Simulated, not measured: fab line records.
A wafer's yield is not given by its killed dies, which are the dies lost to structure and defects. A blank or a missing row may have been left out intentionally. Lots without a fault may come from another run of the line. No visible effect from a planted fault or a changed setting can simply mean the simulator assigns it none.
Chamber matching | flow n5_finfet | N5_SDB_HM_DEP_00 on pecvd-01 has 3 sister chambers
The step deposits SiNx from SiH4/NH3/N2, target thk 40 nm, time 35.3 s. 6 wafers are shown with their chamber, then 12 later ones without.

== WAFERS, EACH WITH ITS CHAMBER ==
wafer  | chamber | throttle_valve_pct (%) | showerhead_plenum_p_Torr (Torr)
L084.2 | 0       | 42.6                   | 5.17
L087.2 | 1       | 41.5                   | 5.15
L087.6 | 2       | 35.4                   | 5.16
L088.1 | 2       | 35.4                   | 5.17
L088.4 | 1       | 41.0                   | 5.15
L088.6 | 0       | 42.7                   | 5.17

== WAFERS WITHOUT THEIR CHAMBER ==
wafer  | throttle_valve_pct (%) | showerhead_plenum_p_Torr (Torr)
L090.3 | 41.3                   | 5.14
L090.4 | 42.5                   | 5.16
L090.5 | 35.5                   | 5.19
L094.1 | 42.5                   | 5.17
L094.3 | 41.2                   | 5.14
L094.4 | 42.7                   | 5.16
L095.2 | 35.8                   | 5.18
L095.3 | 42.8                   | 5.16
L095.4 | 35.6                   | 5.17
L096.3 | 42.8                   | 5.18
L096.4 | 35.6                   | 5.17
L096.5 | 41.4                   | 5.16

== CHAMBER TAKEN BY EACH ==
wafer  | from the rows above | in truth
L090.3 | 1                   | 1
L090.4 | 0                   | 0
L090.5 | 2                   | 2
L094.1 | 0                   | 0
L094.3 | 1                   | 1
L094.4 | 0                   | 0
L095.2 | 2                   | 2
L095.3 | 0                   | 0
L095.4 | 2                   | 2
L096.3 | 0                   | 0
L096.4 | 2                   | 2
L096.5 | 1                   | 1
Correctly placed: 12 of 12. Not placeable from these rows: 0. Number placed wrongly: 0.
How it was worked out, from the rows above alone: a wafer's distance from a chamber is the root of the sum, over the readings, of the square of ((its reading less the chamber's mean) divided by the reading's scatter). The wafer belongs to the nearest chamber; if the next one is less than 2 further off, it can't be placed. Each chamber's mean is taken over the wafers shown for it. How the scatter is found: for the shown wafers, subtract from each reading the mean of its chamber, square and add these, divide the total by (wafers less chambers), then take the root.
